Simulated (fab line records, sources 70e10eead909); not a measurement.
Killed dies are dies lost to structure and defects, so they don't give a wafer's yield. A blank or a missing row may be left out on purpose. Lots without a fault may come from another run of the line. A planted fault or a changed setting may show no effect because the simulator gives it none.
Chamber matching | flow nand_harc | NHARC_A_STAIRCASE_DESCUM_252 on rie_diel-04: 4 sister chambers
The step chemistry O2, time 3 s. 4 wafers are shown with their chamber, then 9 later ones without.

WAFERS WITH THEIR CHAMBER
wafer  | chamber | showerhead_plenum_p_Torr (Torr)
L083.6 | 1       | 1.89
L088.4 | 2       | 1.78
L091.2 | 3       | 1.92
L091.6 | 0       | 2.06

WAFERS WITHOUT THEIR CHAMBER
wafer  | showerhead_plenum_p_Torr (Torr)
L093.3 | 1.88
L093.4 | 2.06
L093.5 | 1.88
L094.1 | 1.87
L094.2 | 2.06
L094.5 | 2.05
L095.2 | 2.05
L095.3 | 1.87
L095.5 | 2.05

WHICH CHAMBER EACH WENT THROUGH
wafer  | from the rows above | in truth
L093.3 | 1                   | 1
L093.4 | 0                   | 0
L093.5 | 1                   | 1
L094.1 | 1                   | 1
L094.2 | 0                   | 0
L094.5 | 0                   | 0
L095.2 | 0                   | 0
L095.3 | 1                   | 1
L095.5 | 0                   | 0
Placed correctly: 9 of 9. Can't be placed from these rows: 0. Placed wrongly: 0.
How it was worked out, from the rows above alone: a wafer's distance from a chamber is the root of the sum, over the readings, of the square of ((its reading less the chamber's mean) divided by the reading's scatter). The wafer belongs to the nearest chamber; if the next one is less than 2 further off, it can't be placed. A chamber's mean is the mean of its shown wafers. The scatter: with one shown wafer a chamber, the root of the mean of the squares of how far each hidden wafer lies from its nearest shown one.
